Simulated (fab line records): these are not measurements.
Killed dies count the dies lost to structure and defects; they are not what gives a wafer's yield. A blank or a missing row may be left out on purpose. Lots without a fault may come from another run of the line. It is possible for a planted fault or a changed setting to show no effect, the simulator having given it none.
8D (eight disciplines) problem report, filled in by code    flow n5Finfet    the parts of the form that need people (team, actions taken, sign-off) are left out

== 1. THE ISSUE ==
susceptorTempC at N5_HKMG_FIN_ALD_21 reads a mean of 418.97 C on 9 wafers of 3 lots; wafers without a fault read 400.02 C with a standard deviation of 0.22. Relative to the usual mean, that is a shift of +86 standard deviations.
The step: deposits TiN, target thk 1.5 nm, pulse time 1 s, purge time 3 s.
Earliest sighting: wafer L428.2 on aldMetal-04 at day 7 14:28. At this step, 27 wafers from 9 lots have a number in the record. The rule behind "out" and "out of limits": a value lying over 4 standard deviations away from the usual mean. The other wafers with a number count as sound.

== 2. WHAT IT IS, WHAT IT ISN'T ==
question                     is                      is not
which readings at this step  susceptorTempC          precursorPulseHeightRel
which lots                   L428, L430, L432        L421, L422, L425, L429, L435, L437
which wafers of those lots   all that have a number  -
read on which tools          aldMetal-04             aldMetal-01, aldMetal-02
when                         from day 7 14:28        up to then (9 sound wafers); but 9 sound wafers of L429, L435, L437 came after

== 3. WHAT RULES OUT EACH SUSPECT ==
Counting: a tool at a process step up to the reading stays a suspect if it ran every lot that is out and no sound lot after the first of them.
- aldMetal-04 at N5_HKMG_FIN_ALD_21 (deposits TiN, target thk 1.5 nm, pulse time 1 s, purge time 3 s): kept. Every lot that is out went through it, starting with L428 (day 7 14:28), and after that it ran no sound lot; the last sound lot it ran before then is L422 (day 6 00:22). Its own susceptorTempC readings are out on those wafers.
Left after counting: aldMetal-04 at N5_HKMG_FIN_ALD_21.

== 4. THE CAUSE (what the simulator had put in) ==
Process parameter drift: aldMetal-04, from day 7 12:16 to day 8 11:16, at N5_HKMG_FIN_ALD_21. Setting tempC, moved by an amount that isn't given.
Only this tool survived the counting.

== 5. SEQUENCE OF EFFECTS, ordered by route ==
Rows list readings where the struck wafers' mean (over those with a number) sits beyond 3 standard deviations from the usual. Only readings whose record carries a usual standard deviation are examined. hours: median over the lots of the time between each lot's start at the first step of this table that gives one and its start at this step. sigmas: the change, counted in usual standard deviations.
hours  step                reading         usual     on struck wafers  change  sigmas
0      N5_HKMG_FIN_ALD_21  susceptorTempC  400.02 C  418.97            +18.95  +86
It contains these process steps:
- N5_HKMG_FIN_ALD_21: deposits TiN, target thk 1.5 nm, pulse time 1 s, purge time 3 s.
At these later measuring or inspecting steps, every struck wafer for which the step has a row has a number for every such reading, and none has moved that far: N5_BEOL_M4_RC_MEAS_101.

== 6. HOW IT WOULD HAVE BEEN CAUGHT EARLIER ==
In this record the first reading out of limits was taken at day 7 14:28, 2 hours after the fault began at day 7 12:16.
